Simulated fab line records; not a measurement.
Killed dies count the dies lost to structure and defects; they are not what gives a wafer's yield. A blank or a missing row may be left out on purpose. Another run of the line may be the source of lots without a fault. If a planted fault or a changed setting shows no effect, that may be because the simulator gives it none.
Chamber matching ; flow n5-finfet ; 4 sister chambers for N5_BEOL_M3_ETCH_74 on rie-diel-05
The step etches underlayer in N2/H2, target depth 6.5 nm, time 5.2 s. 4 wafers are shown with their chamber, then 10 later ones without.

## EACH WAFER AND ITS CHAMBER
wafer;chamber;showerhead-plenum-p-Torr (Torr)
L085.2;3;2.61
L085.3;2;2.67
L090.1;0;2.34
L090.4;1;2.69

## WAFERS MISSING THEIR CHAMBER
wafer;showerhead-plenum-p-Torr (Torr)
L090.6;2.60
L091.1;2.67
L091.3;2.69
L091.4;2.60
L089.1;2.60
L089.4;2.66
L089.6;2.60
L093.1;2.60
L093.5;2.69
L093.6;2.66

## WHICH CHAMBER EACH ONE RAN IN
wafer;from the rows above;in truth
L090.6;3;3
L091.1;2;2
L091.3;1;1
L091.4;3;3
L089.1;3;3
L089.4;2;2
L089.6;3;3
L093.1;3;3
L093.5;1;1
L093.6;2;2
Placed correctly: 10 of 10. Not placeable from these rows: 0. Wrongly placed: 0.
How it was worked out, from the rows above alone: a wafer's distance from a chamber is the root of the sum, over the readings, of the square of ((its reading less the chamber's mean) divided by the reading's scatter). If the next closest chamber is less than 2 further off than the closest, the wafer can't be placed; otherwise it belongs to the closest. Each chamber's mean is taken over the wafers shown for it. The scatter (one wafer shown for each chamber): square how far every hidden wafer sits from the nearest shown wafer, average those squares and take the square root.
